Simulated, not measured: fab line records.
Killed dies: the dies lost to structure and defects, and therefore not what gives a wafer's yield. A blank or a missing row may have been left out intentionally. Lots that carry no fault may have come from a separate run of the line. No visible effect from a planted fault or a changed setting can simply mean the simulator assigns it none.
fab line records | flow nandHarc | part 2 of 2: steps 4 to 6 of 6
[record] lots = 22 wafers = 66 lastDay = 34
route steps=1302 shown A_STAIRCASE@831 A_SLIT@924
lots that met no fault: taken from a fault-free run of the same line
startH: hours from the record's opening day to when the first of the lot's shown wafers began | waitH: hours since the lot's step before | " unchanged from the row above | L1.1+2: several wafers, shown together as one row | - no value present, or no start provided | * or withheld: withheld | < > ~ a bound
route shown NAME@n: a module of which the file shows steps, and the number in the route of the first | usual: average and standard deviation across the fault-free wafers | same: alike in all rows | chamber/n: place in a boat | sites: the reading at each site | _std_site: the standard deviation of these | _edge_site: mean of outer sites minus mean of inner sites | radiusMm: for every site, how far away it sits from the centre of the wafer | mask NAME#n: copy n | behind: the tool/chamber that last shaped the wafer | hold: reason for holding the lot/hours on hold/outcome of the hold | device: whichever transistor did not switch (one of n, p or np) | end of line: at the end of the route, the tests of the same wafers | a step without rows: its recipe alone | killed: dies lost to structure and defects at the first sort, not the wafer's yield | map: the dies of a wafer, with x for killed, . for not killed, _ for no die there
set.NAME: the setting as run; set.NAME@STEP: as run at that earlier step | model.NAME: the simulator's own value behind a step, which no gauge read
the route's steps for a sample of lots (tables are steps, rows are wafers)
services: a tool's chamber out of use, with start hour (startH, from the record's first day; less than 0 if before it), hours out, and reason
[[steps]]
[step NHARC_A_STAIRCASE_ETCHBACK_157]
[recipe] targetDepthA = 900 overEtchFrac = 0.3 timeS = 167.14 ionEnergyEv = 120 ch3fFlowSccm = 50 o2FlowSccm = 30 arFlowSccm = 200 rfW = 500 biasW = 100 chemistry = CH3F/O2
[usual] drypumpMotorCurrentA = 5.6/0.43 o2FlowSccm = 30.00/0.086 oesProductAu = 0.97/0.032 rfFwdPowerW = 498.1/1.6 rfVppV = 244.2/1.9 showerheadPlenumPTorr = 2.45/0.12 throttleValvePct = 20.664/0.0098
// columns lot.wafer tool chamber startH waitH drypumpMotorCurrentA o2FlowSccm oesProductAu rfFwdPowerW rfHoursCounterH rfVppV showerheadPlenumPTorr throttleValvePct
L074.4 rieDiel-07 1 456.07 0.2 5.8 29.88 0.95 497.6 47 244.9 2.46 20.668
L074.1 " 2 " " 5.9 29.97 0.95 498.9 49 241.4 2.31 20.657
L074.6 " 2 " " 5.9 29.94 0.96 498.9 - 242.9 2.31 20.674
L075.2 rieDiel-02 3 462.96 0.2 5.2 29.86 1.00 499.4 19 247.1 2.61 20.666
L075.6 " 2 " " 6.0 30.07 0.99 497.5 - 243.6 2.42 20.680
L075.5 " 3 " " 5.2 30.10 0.99 496.0 - 246.9 2.61 20.669
L076.2 rieDiel-02 0 470.28 0.2 5.2 29.76 0.96 501.0 10 244.9 2.53 20.656
L076.1 " 2 " " 5.9 29.95 0.94 496.3 24 245.7 2.42 20.675
L076.5 " 2 " " 6.0 30.12 0.94 498.0 - 243.2 2.42 20.648
L078.3 rieDiel-02 2 484.93 0.2 6.0 29.91 0.91 495.7 32 242.7 2.42 20.674
L078.5 " 2 " " 6.0 29.89 0.91 494.9 - 244.9 2.42 20.669
L078.6 " 3 " " 5.2 30.01 0.93 496.6 - 247.1 2.61 20.648
L079.2 rieDiel-10 2 487.81 0.1 4.8 29.90 1.00 496.7 19 243.5 2.36 20.659
L079.4 " 0 " " 6.0 30.12 1.01 498.0 22 245.3 2.62 20.661
L079.5 " 2 " " 4.8 29.97 1.00 497.2 - 243.4 2.36 20.656
L080.4 rieDiel-10 1 495.08 0.2 5.9 30.06 0.99 498.9 27 241.0 2.29 20.660
L080.6 " 1 " " 5.9 29.91 0.99 498.2 - 242.6 2.29 20.661
L080.5 " 2 " " 4.8 30.01 0.99 496.1 - 242.0 2.36 20.664
L081.2 rieDiel-10 3 495.38 0.2 5.0 30.09 0.92 499.9 23 243.6 2.36 20.660
L081.5 " 0 " " 6.0 30.10 0.94 497.0 - 246.8 2.62 20.669
L081.6 " 1 " " 5.9 30.11 0.94 501.6 - 240.2 2.29 20.658
L082.2 rieDiel-10 2 531.03 0.2 4.8 30.07 0.94 497.4 29 242.5 2.35 20.663
L082.4 " 3 " " 5.0 29.98 0.94 499.0 30 242.7 2.36 20.657
L082.1 " 1 " " 5.9 30.03 0.95 497.6 34 242.7 2.29 20.666
L083.2 rieDiel-02 3 540.33 0.2 5.2 30.10 0.98 495.1 47 245.5 2.60 20.666
L083.3 " 1 " " 5.3 30.08 1.00 500.2 38 246.1 2.60 20.654
L083.1 " 2 " " 6.0 29.78 0.99 499.5 52 242.5 2.41 20.661
L084.2 rieDiel-07 2 540.62 0.2 6.0 29.95 0.94 495.0 19 241.9 2.30 20.657
L084.3 " 3 " " 6.2 29.88 0.93 500.0 9 243.9 2.47 20.676
L084.6 " 1 " " 5.8 29.99 0.94 497.3 - 244.6 2.45 20.663
L085.1 rieDiel-07 0 541.09 0.2 5.8 30.16 0.98 499.0 16 242.5 2.32 20.690
L085.3 " 1 " " 5.8 29.92 0.98 497.8 19 244.4 2.45 20.681
L085.4 " 3 " " 6.2 29.90 0.91 498.2 9 245.0 2.48 20.655
L086.2 rieDiel-10 0 554.44 0.1 6.0 29.96 1.02 497.8 45 246.5 2.61 20.657
L086.1 " 2 " " 4.8 30.13 0.98 497.4 41 242.4 2.35 20.673
L086.5 " 0 " " 5.9 30.00 1.01 498.9 - 246.2 2.61 20.655
L087.1 rieDiel-07 1 565.24 0.2 5.8 30.20 0.98 499.8 28 244.4 2.45 20.665
L087.5 " 3 " " 6.3 30.04 0.95 498.4 - 243.7 2.47 20.665
L087.6 " 0 " " 5.8 29.89 0.97 498.4 - 243.5 2.32 20.673
L088.1 rieDiel-07 1 581.60 0.1 5.8 30.03 0.92 498.8 33 243.9 2.44 20.695
L088.6 " 0 " " 5.8 30.10 0.92 498.7 - 242.4 2.32 20.657
L088.5 " 1 " " 5.8 30.01 0.93 500.7 - 244.7 2.44 20.667
L089.2 rieDiel-02 1 581.84 0.2 5.3 29.92 1.00 496.2 0 245.8 2.59 20.651
L089.4 " 3 " " 5.2 29.91 0.99 497.6 0 246.1 2.59 20.665
L089.6 " 2 " " 6.0 30.05 0.99 496.9 - 243.5 2.41 20.668
L090.4 rieDiel-10 0 614.92 0.1 5.9 30.10 1.00 499.8 4 247.5 2.60 20.657
L090.1 " 1 " " 5.9 29.99 1.00 497.8 3 248.1 2.66 20.655
L090.5 " 1 " " 5.9 29.92 1.00 500.2 - 247.5 2.66 20.675
L092.4 rieDiel-07 1 626.06 0.2 5.8 29.86 1.00 499.5 44 244.5 2.44 20.651
L092.3 " 2 " " 5.9 29.84 1.01 498.2 45 240.5 2.29 20.666
L092.1 " 3 " " 6.3 30.01 0.99 498.9 37 245.1 2.46 20.663
L091.2 rieDiel-10 1 626.96 0.1 6.0 30.01 1.00 498.1 10 248.1 2.66 20.660
L091.1 " 2 " " 4.8 29.92 1.02 497.2 4 242.1 2.34 20.664
L091.3 " 3 " " 5.0 30.11 0.99 496.7 10 245.0 2.34 20.659
L094.2 rieDiel-07 2 632.87 0.2 6.0 30.00 0.94 500.0 48 240.6 2.29 20.655
L094.1 " 3 " " 6.2 30.10 0.92 498.4 42 242.2 2.46 20.661
L094.5 " 2 " " 5.9 29.95 0.93 497.7 - 241.0 2.29 20.655
L093.4 rieDiel-02 3 632.98 0.2 5.2 29.99 0.99 497.9 18 247.5 2.59 20.652
L093.2 " 0 " " 5.2 30.05 1.00 498.7 19 245.6 2.50 20.665
L093.1 " 1 " " 5.2 30.04 0.98 495.5 22 246.1 2.58 20.653
L095.4 rieDiel-02 3 657.58 0.2 5.2 29.92 0.92 496.1 25 246.1 2.58 20.669
L095.3 " 0 " " 5.2 30.13 0.95 501.2 28 245.3 2.50 20.671
L095.6 " 3 " " 5.2 29.96 0.91 498.3 - 247.5 2.58 20.665
L096.1 rieDiel-07 2 670.33 0.2 5.9 29.95 1.01 498.5 4 240.7 2.28 20.656
L096.2 " 0 " " 5.8 30.02 0.98 497.4 2 242.5 2.31 20.668
L096.6 " 3 " " 6.2 30.00 0.98 498.6 - 244.0 2.46 20.663
[step NHARC_A_STAIRCASE_CMP_472]
[recipe] material = SiO2
[usual] edgeZonePressureFrac = 1.000/0.0048 motorCurrentA = 11.4/1.4 slurryFilterDpKPa = 13.50/0.12
// columns lot.wafer tool chamber startH waitH edgeZonePressureFrac motorCurrentA slurryFilterDpKPa
L074.4 cmp-02 0 456.62 0.1 0.996 10.3 13.45
L074.1 " 3 " " 0.999 11.7 13.45
L074.6 " 0 " " 0.997 10.5 13.47
L075.2 cmp-04 0 463.61 0.3 1.001 11.6 13.55
L075.6 " 3 " " 1.006 13.4 13.43
L075.5 " 0 " " 1.009 12.3 13.67
L076.1 cmp-02 1 470.90 0.2 0.995 11.6 13.48
L076.2 " 3 " " 0.998 11.7 13.59
L076.5 " 1 " " 0.997 11.6 13.58
L078.3 cmp-04 2 485.65 0.3 0.997 13.2 13.67
L078.6 " 3 " " 1.002 13.4 13.48
L078.5 " 0 " " 0.997 11.6 13.47
L079.2 cmp-04 3 488.44 0.3 0.994 13.2 13.52
L079.4 " 2 " " 0.997 13.1 13.61
L079.5 " 3 " " 0.995 13.1 13.61
L080.4 cmp-02 0 495.73 0.1 0.997 10.6 13.44
L080.5 " 0 " " 0.998 11.0 13.58
L080.6 " 1 " " 0.994 11.0 13.30
L081.2 cmp-03 3 495.93 0.2 0.993 11.4 13.59
L081.6 " 2 " " 1.002 12.7 13.64
L081.5 " 3 " " 0.995 10.7 13.59
L082.2 cmp-03 1 531.67 0.3 0.999 10.1 13.54
L082.4 " 2 " " 1.002 12.8 13.53
L082.1 " 3 " " 1.004 11.4 13.26
L083.1 cmp-02 1 540.93 0.2 1.000 12.1 13.60
L083.2 " 2 " " 1.011 11.4 13.51
L083.3 " 0 " " 1.004 10.2 13.55
L084.2 cmp-03 0 541.18 0.2 1.000 8.8 13.40
L084.3 " 2 " " 0.994 12.4 13.53
L084.6 " 3 " " 1.000 11.2 13.39
L085.3 cmp-03 0 541.65 0.2 0.999 8.1 13.48
L085.1 " 1 " " 0.997 11.0 13.76
L085.4 " 3 " " 1.011 11.1 13.46
L086.2 cmp-02 2 555.11 0.3 1.000 11.4 13.46
L086.1 " 3 " " 1.007 11.2 13.64
L086.5 " 1 " " 0.994 11.4 13.62
L087.1 cmp-02 0 565.92 0.4 0.994 10.4 13.67
L087.6 " 1 " " 1.003 11.7 13.52
L087.5 " 2 " " 0.992 10.9 13.38
L088.1 cmp-03 2 582.27 0.3 1.000 12.5 13.35
L088.6 " 0 " " 1.005 8.2 13.46
L088.5 " 1 " " 0.995 10.1 13.40
L089.2 cmp-03 2 582.40 0.2 1.000 12.9 13.39
L089.4 " 3 " " 1.004 11.0 13.94
L089.6 " 3 " " 0.999 11.2 13.49
L090.4 cmp-02 0 615.50 0.1 1.004 10.3 13.31
L090.1 " 1 " " 1.008 11.5 13.28
L090.5 " 0 " " 1.002 10.1 13.50
L092.3 cmp-03 3 626.68 0.2 0.999 11.6 13.61
L092.1 " 0 " " 0.998 8.9 13.37
L092.4 " 2 " " 1.002 13.1 13.31
L091.1 cmp-04 1 627.55 0.2 1.006 13.0 13.52
L091.2 " 3 " " 0.995 14.2 13.23
L091.3 " 0 " " 1.003 11.8 13.45
L094.1 cmp-04 2 633.45 0.3 1.004 13.5 13.58
L094.2 " 3 " " 1.009 13.0 13.17
L094.5 " 0 " " 1.002 11.8 13.36
L093.4 cmp-02 2 633.66 0.2 0.998 11.2 13.50
L093.2 " 3 " " 1.002 11.6 13.37
L093.1 " 1 " " 0.993 11.8 13.48
L095.3 cmp-04 2 658.11 0.2 1.003 13.0 13.55
L095.4 " 3 " " 0.999 13.0 13.56
L095.6 " 2 " " 1.002 13.0 13.52
L096.2 cmp-03 1 670.91 0.3 0.992 9.9 13.39
L096.1 " 2 " " 1.002 12.1 13.61
L096.6 " 1 " " 1.001 10.7 13.61
[step NHARC_A_SLIT_DEP_23]
[recipe] targetThkA = 1000 targetThkNm = 100 tempC = 400 pressureTorr = 3.5 flowSccm = 200 rfW = 350 material = SiON
[usual] heaterPowerW = 748/86 rfFwdPowerW = 348.3/1.1
// columns lot.wafer tool chamber startH waitH heaterPowerW rfFwdPowerW
L074.1 pecvd-03 0 473.40 3.1 639 347.1
L074.4 " 2 " " 890 347.7
L074.6 " 1 " " 740 349.3
L075.2 pecvd-04 0 478.98 2.6 772 347.3
L075.6 " 0 " " 764 346.6
L075.5 " 2 " " 719 348.1
L076.2 pecvd-01 0 484.63 2.5 933 349.0
L076.1 " 2 " " 798 346.7
L076.5 " 1 " " 739 348.6
L079.2 pecvd-04 0 499.40 2.6 822 348.0
L079.4 " 1 " " 691 349.2
L079.5 " 0 " " 846 347.8
L078.3 pecvd-03 0 499.43 2.0 614 349.0
L078.5 " 2 " " 865 348.7
L078.6 " 0 " " 615 347.5
L081.2 pecvd-04 2 507.72 2.5 725 346.5
L081.5 " 1 " " 670 349.5
L081.6 " 0 " " 768 348.6
L080.6 pecvd-01 2 507.73 0.1 657 347.4
L080.5 " 0 " " 845 345.8
L080.4 " 1 " " 723 349.0
L082.2 pecvd-01 0 543.64 2.5 807 348.0
L082.1 " 1 " " 669 348.8
L082.4 " 2 " " 750 347.6
L084.3 pecvd-01 0 556.81 1.9 950 348.7
L084.2 " 1 " " 627 348.8
L084.6 " 2 " " 774 349.9
L083.3 pecvd-01 0 558.20 1.9 864 347.7
L083.2 " 1 " " 694 348.7
L083.1 " 2 " " 704 348.7
L085.1 pecvd-03 0 560.58 3.2 633 348.1
L085.3 " 0 " " 633 348.1
L085.4 " 1 " " 700 349.7
L086.2 pecvd-04 2 571.22 2.5 649 348.1
L086.1 " 0 " " 786 346.5
L086.5 " 2 " " 660 346.4
L087.1 pecvd-04 1 577.79 3.1 689 349.1
L087.6 " 1 " " 677 348.3
L087.5 " 0 " " 781 347.9
L088.1 pecvd-03 1 597.37 3.2 654 348.5
L088.6 " 2 " " 877 347.1
L088.5 " 1 " " 647 348.2
L089.2 pecvd-01 2 597.47 2.6 771 349.6
L089.6 " 1 " " 747 350.1
L089.4 " 2 " " 781 349.1
L090.1 pecvd-03 1 627.64 3.2 670 346.8
L090.4 " 2 " " 839 349.2
L090.5 " 2 " " 839 348.8
L092.1 pecvd-01 1 641.09 3.2 730 350.3
L092.4 " 0 " " 966 348.4
L092.3 " 1 " " 759 348.5
L091.3 pecvd-03 0 641.25 1.9 679 347.8
L091.1 " 1 " " 666 346.8
L091.2 " 2 " " 889 346.7
L094.2 pecvd-04 0 645.53 2.5 824 349.3
L094.1 " 1 " " 741 350.8
L094.5 " 0 " " 840 348.7
L093.2 pecvd-01 2 645.58 2.6 762 347.9
L093.1 " 0 " " 852 349.3
L093.4 " 0 " " 850 347.0
L095.3 pecvd-04 0 674.01 1.9 761 349.7
L095.4 " 1 " " 710 349.4
L095.6 " 0 " " 756 349.8
L096.2 pecvd-01 2 688.66 2.5 813 347.1
L096.1 " 0 " " 893 349.2
L096.6 " 1 " " 679 349.6
[[services]]
// columns tool chamber startH hours kind
rieDiel-02 - 394.69 9.0 pm
rieDiel-02 0 421.82 34.6 repair
rieDiel-07 - 432.78 0.3 repair
rieDiel-10 - 461.80 3.5 repair
rieDiel-02 1 466.26 16.5 repair
rieDiel-07 - 472.53 9.0 pm
aldHk-01 - 476.12 10.0 pm
pecvd-01 - 492.45 13.0 pm
rieDiel-02 1 500.29 7.4 repair
rieDiel-02 2 503.14 1.3 repair
rieDiel-07 0 503.72 12.5 repair
rieDiel-07 3 521.53 16.0 repair
rieDiel-02 0 539.74 2.6 repair
rieDiel-02 2 541.20 28.6 repair
rieDiel-02 - 559.32 0.6 repair
rieDiel-02 - 571.69 9.0 pm
rieDiel-10 3 581.32 4.8 repair
rieDiel-02 - 592.64 0.9 repair
rieDiel-10 - 597.51 9.0 pm
rieDiel-10 2 615.70 9.7 repair
aldHk-01 - 628.23 1.6 repair
rieDiel-07 - 649.53 9.0 pm
rieDiel-10 3 664.60 5.2 repair
rieDiel-10 0 680.91 15.6 repair
